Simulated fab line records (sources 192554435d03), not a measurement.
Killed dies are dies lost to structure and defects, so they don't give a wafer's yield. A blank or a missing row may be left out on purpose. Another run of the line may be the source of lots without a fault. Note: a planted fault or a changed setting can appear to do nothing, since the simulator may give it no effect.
Matching of chambers / flow n5Finfet / rieDiel-06 running N5_BEOL_M2_ETCH_74: 4 sister chambers
The step etches underlayer in N2/H2, target depth 6.5 nm, time 5.2 s. 8 wafers are shown with their chamber, then 8 later ones without.

## WAFERS WITH THEIR CHAMBER
wafer=L077.6; chamber=1; drypumpMotorCurrentA (A)=4.8; showerheadPlenumPTorr (Torr)=2.51
wafer=L080.1; chamber=2; drypumpMotorCurrentA (A)=5.1; showerheadPlenumPTorr (Torr)=2.69
wafer=L080.5; chamber=0; drypumpMotorCurrentA (A)=6.2; showerheadPlenumPTorr (Torr)=2.51
wafer=L083.2; chamber=0; drypumpMotorCurrentA (A)=6.3; showerheadPlenumPTorr (Torr)=2.51
wafer=L086.1; chamber=3; drypumpMotorCurrentA (A)=5.9; showerheadPlenumPTorr (Torr)=2.57
wafer=L086.3; chamber=2; drypumpMotorCurrentA (A)=5.1; showerheadPlenumPTorr (Torr)=2.68
wafer=L086.4; chamber=3; drypumpMotorCurrentA (A)=5.9; showerheadPlenumPTorr (Torr)=2.57
wafer=L092.2; chamber=1; drypumpMotorCurrentA (A)=4.8; showerheadPlenumPTorr (Torr)=2.49

## WAFERS MISSING THEIR CHAMBER
wafer=L092.5; drypumpMotorCurrentA (A)=5.1; showerheadPlenumPTorr (Torr)=2.68
wafer=L092.6; drypumpMotorCurrentA (A)=4.8; showerheadPlenumPTorr (Torr)=2.49
wafer=L095.1; drypumpMotorCurrentA (A)=5.9; showerheadPlenumPTorr (Torr)=2.56
wafer=L095.3; drypumpMotorCurrentA (A)=4.8; showerheadPlenumPTorr (Torr)=2.49
wafer=L095.4; drypumpMotorCurrentA (A)=6.3; showerheadPlenumPTorr (Torr)=2.50
wafer=L097.2; drypumpMotorCurrentA (A)=4.8; showerheadPlenumPTorr (Torr)=2.49
wafer=L097.5; drypumpMotorCurrentA (A)=4.8; showerheadPlenumPTorr (Torr)=2.49
wafer=L097.6; drypumpMotorCurrentA (A)=6.2; showerheadPlenumPTorr (Torr)=2.50

## EACH ONE'S CHAMBER
wafer=L092.5; from the rows above=2; in truth=2
wafer=L092.6; from the rows above=1; in truth=1
wafer=L095.1; from the rows above=3; in truth=3
wafer=L095.3; from the rows above=1; in truth=1
wafer=L095.4; from the rows above=0; in truth=0
wafer=L097.2; from the rows above=1; in truth=1
wafer=L097.5; from the rows above=1; in truth=1
wafer=L097.6; from the rows above=0; in truth=0
Placed correctly: 8 of 8. Can't be placed from these rows: 0. Number placed wrongly: 0.
How it was worked out, from the rows above alone: a wafer's distance from a chamber is the root of the sum, over the readings, of the square of ((its reading less the chamber's mean) divided by the reading's scatter). If the next closest chamber is less than 2 further off than the closest, the wafer can't be placed; otherwise it belongs to the closest. The mean given for a chamber averages the wafers shown for that chamber. The scatter is the square root of a quotient: the sum, over the shown wafers, of each reading's squared deviation from its chamber's mean, divided by wafers minus chambers.
